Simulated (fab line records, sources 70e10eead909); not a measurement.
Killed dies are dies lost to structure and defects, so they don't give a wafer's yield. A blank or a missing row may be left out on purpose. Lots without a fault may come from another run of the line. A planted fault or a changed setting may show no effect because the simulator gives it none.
Chamber matching | flow nand_harc | NHARC_A_STAIRCASE_DESCUM_11 on rie_diel-04: 4 sister chambers
The step chemistry O2, time 3 s. 4 wafers are shown with their chamber, then 12 later ones without.

WAFERS WITH THEIR CHAMBER
wafer  | chamber | drypump_motor_current_A (A)
L089.5 | 2       | 5.6
L089.1 | 1       | 6.2
L089.2 | 3       | 6.0
L089.4 | 0       | 5.9

WAFERS WITHOUT THEIR CHAMBER
wafer  | drypump_motor_current_A (A)
L090.1 | 5.9
L090.3 | 6.1
L090.6 | 5.9
L094.1 | 6.0
L094.3 | 5.9
L094.4 | 6.2
L096.1 | 6.2
L096.3 | 5.6
L096.5 | 6.0
L096.2 | 5.9
L096.4 | 6.0
L096.6 | 5.6

WHICH CHAMBER EACH WENT THROUGH
wafer  | from the rows above     | in truth
L090.1 | 0                       | 0
L090.3 | can't be placed: 3 or 1 | 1
L090.6 | 0                       | 0
L094.1 | 3                       | 3
L094.3 | 0                       | 0
L094.4 | 1                       | 1
L096.1 | 1                       | 1
L096.3 | 2                       | 2
L096.5 | 3                       | 3
L096.2 | 0                       | 0
L096.4 | 3                       | 3
L096.6 | 2                       | 2
Placed correctly: 11 of 12. Can't be placed from these rows: 1 (the true chamber is among the candidates in 1). Placed wrongly: 0.
How it was worked out, from the rows above alone: a wafer's distance from a chamber is the root of the sum, over the readings, of the square of ((its reading less the chamber's mean) divided by the reading's scatter). The wafer belongs to the nearest chamber; if the next one is less than 2 further off, it can't be placed. A chamber's mean is the mean of its shown wafers. The scatter: with one shown wafer a chamber, the root of the mean of the squares of how far each hidden wafer lies from its nearest shown one.
